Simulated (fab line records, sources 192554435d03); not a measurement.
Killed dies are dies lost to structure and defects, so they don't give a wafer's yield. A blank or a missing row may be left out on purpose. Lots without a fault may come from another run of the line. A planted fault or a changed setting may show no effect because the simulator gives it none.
Chamber matching | flow n5_finfet | N5_SDB_HM_DEP_00 on pecvd-01: 3 sister chambers
The step deposits SiNx from SiH4/NH3/N2, target thk 40 nm, time 35.3 s. 6 wafers are shown with their chamber, then 8 later ones without.

WAFERS WITH THEIR CHAMBER
wafer  | chamber | throttle_valve_pct (%) | showerhead_plenum_p_Torr (Torr)
L077.5 | 2       | 38.8                   | 5.19
L085.4 | 2       | 39.0                   | 5.19
L085.5 | 1       | 47.3                   | 5.19
L088.2 | 1       | 47.0                   | 5.18
L088.4 | 0       | 42.8                   | 5.08
L092.1 | 0       | 43.1                   | 5.10

WAFERS WITHOUT THEIR CHAMBER
wafer  | throttle_valve_pct (%) | showerhead_plenum_p_Torr (Torr)
L092.2 | 39.2                   | 5.18
L092.5 | 47.0                   | 5.18
L095.1 | 39.4                   | 5.19
L095.2 | 42.9                   | 5.09
L095.3 | 47.2                   | 5.19
L095.4 | 42.8                   | 5.08
L095.5 | 39.5                   | 5.19
L095.6 | 47.2                   | 5.18

WHICH CHAMBER EACH WENT THROUGH
wafer  | from the rows above | in truth
L092.2 | 2                   | 2
L092.5 | 1                   | 1
L095.1 | 2                   | 2
L095.2 | 0                   | 0
L095.3 | 1                   | 1
L095.4 | 0                   | 0
L095.5 | 2                   | 2
L095.6 | 1                   | 1
Placed correctly: 8 of 8. Can't be placed from these rows: 0. Placed wrongly: 0.
How it was worked out, from the rows above alone: a wafer's distance from a chamber is the root of the sum, over the readings, of the square of ((its reading less the chamber's mean) divided by the reading's scatter). The wafer belongs to the nearest chamber; if the next one is less than 2 further off, it can't be placed. A chamber's mean is the mean of its shown wafers. The scatter: the root of (the sum of the squares of (reading less its chamber's mean) over the shown wafers, divided by (wafers less chambers)).
